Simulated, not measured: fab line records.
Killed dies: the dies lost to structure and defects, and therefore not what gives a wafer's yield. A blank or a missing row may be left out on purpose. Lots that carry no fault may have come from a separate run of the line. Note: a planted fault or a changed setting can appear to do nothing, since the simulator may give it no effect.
Chamber matching | flow nandHarc | NHARC_A_STAIRCASE_CMP_472 on cmp-04: 3 sister chambers
The step polishes SiO2. 14 wafers are shown with their chamber, then 5 later ones without.

== WAFERS PAIRED WITH THEIR CHAMBERS ==
wafer  | chamber | motorCurrentA (A) | retainingRingPressureFrac
L999.2 | 1       | 10.6              | 1.007
L999.5 | 3       | 11.6              | 1.000
L999.6 | 0       | 10.3              | 0.994
L101.1 | 0       | 10.5              | 1.001
L101.3 | 3       | 11.5              | 1.005
L101.5 | 0       | 10.1              | 1.000
L103.4 | 1       | 10.3              | 1.008
L103.5 | 3       | 11.6              | 0.995
L103.6 | 0       | 10.1              | 1.001
L104.1 | 3       | 11.1              | 0.994
L104.3 | 0       | 10.4              | 1.000
L104.5 | 0       | 10.5              | 1.002
L119.2 | 0       | 10.7              | 0.995
L119.4 | 3       | 11.0              | 1.002

SIGNATURES, as means of the wafers listed above
reading                   | chamber 0 | chamber 1 | chamber 3 | scatter within a chamber
motorCurrentA             | 10.371    | 10.450    | 11.360    | 0.247
retainingRingPressureFrac | 0.99900   | 1.00750   | 0.99920   | 0.00366
Rule: for each reading, subtract the chamber's mean from the wafer's reading, divide by that reading's scatter and square the result; add these up over the readings and take the root, which gives the wafer's distance from the chamber. If the next closest chamber is less than 2 further off than the closest, the wafer can't be placed; otherwise it belongs to the closest. How the scatter is found: for the shown wafers, subtract from each reading the mean of its chamber, square and add these, divide the total by (wafers less chambers), then take the root.

== WAFERS WHOSE CHAMBER IS MISSING ==
wafer  | motorCurrentA (A) | retainingRingPressureFrac
L121.1 | 9.8               | 0.994
L121.5 | 10.0              | 0.992
L122.1 | 10.5              | 0.993
L122.2 | 11.0              | 0.998
L122.3 | 10.8              | 1.002

== EACH ONE'S CHAMBER ==
wafer  | from the rows above          | in truth
L121.1 | can't be placed: 0 or 1      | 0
L121.5 | 0                            | 0
L122.1 | 0                            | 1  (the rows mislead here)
L122.2 | can't be placed: 3 or 0 or 1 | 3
L122.3 | can't be placed: 0 or 1 or 3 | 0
Correct placement for 1 of the 5. From these rows, 3 cannot be placed; in 3 the true chamber is one of the candidates. 1 placed wrongly.
